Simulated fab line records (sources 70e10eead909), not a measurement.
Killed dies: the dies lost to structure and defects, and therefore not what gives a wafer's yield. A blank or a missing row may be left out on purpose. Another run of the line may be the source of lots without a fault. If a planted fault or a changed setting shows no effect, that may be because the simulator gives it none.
Matching of chambers ; flow nand-harc ; NHARC_P_M0_DESCUM_14 on rie-diel-10 has 4 sister chambers
The step chemistry O2, time 3 s. 14 wafers are shown with their chamber, then 7 later ones without.

WAFERS PAIRED WITH THEIR CHAMBERS
wafer;chamber;showerhead-plenum-p-Torr (Torr);drypump-motor-current-A (A);oes-product-au (a.u.)
L877.2;0;1.83;5.7;0.993
L877.4;3;2.00;5.2;1.008
L877.5;0;1.83;5.6;0.987
L878.2;0;1.83;5.7;0.998
L878.5;1;2.05;5.9;0.985
L878.6;2;2.05;6.3;0.979
L879.3;3;2.00;5.2;1.013
L879.4;0;1.83;5.6;0.997
L879.5;3;2.00;5.2;1.007
L884.2;1;2.04;5.9;0.987
L884.4;2;2.05;6.3;0.987
L884.5;0;1.83;5.6;1.002
L893.2;1;2.04;5.9;0.984
L893.4;3;1.99;5.2;1.006

SIGNATURES, as means of the wafers listed above
reading;chamber 0;chamber 1;chamber 2;chamber 3;scatter within a chamber
showerhead-plenum-p-Torr;1.8300;2.0433;2.0500;1.9975;0.00376
drypump-motor-current-A;5.640;5.900;6.300;5.200;0.0346
oes-product-au;0.99540;0.98533;0.98300;1.00850;0.00441
Rule: a wafer's distance from a chamber is the root of the sum, over the readings, of the square of ((its reading less the chamber's mean) divided by the reading's scatter). The wafer belongs to the nearest chamber; if the next one is less than 2 further off, it can't be placed. The scatter is the square root of a quotient: the sum, over the shown wafers, of each reading's squared deviation from its chamber's mean, divided by wafers minus chambers.

WAFERS WITH NO CHAMBER GIVEN
wafer;showerhead-plenum-p-Torr (Torr);drypump-motor-current-A (A);oes-product-au (a.u.)
L893.5;2.05;6.3;0.987
L896.1;1.99;5.2;1.008
L896.3;2.04;5.9;0.992
L896.5;2.04;5.9;0.986
L897.1;2.05;6.3;0.992
L897.2;1.99;5.2;0.986
L897.5;2.04;5.9;0.984

CHAMBER TAKEN BY EACH
wafer;from the rows above;in truth
L893.5;2;2
L896.1;3;3
L896.3;1;1
L896.5;1;1
L897.1;2;2
L897.2;3;3
L897.5;1;1
Placed correctly: 7 of 7. Not placeable from these rows: 0. Placed wrongly: 0.
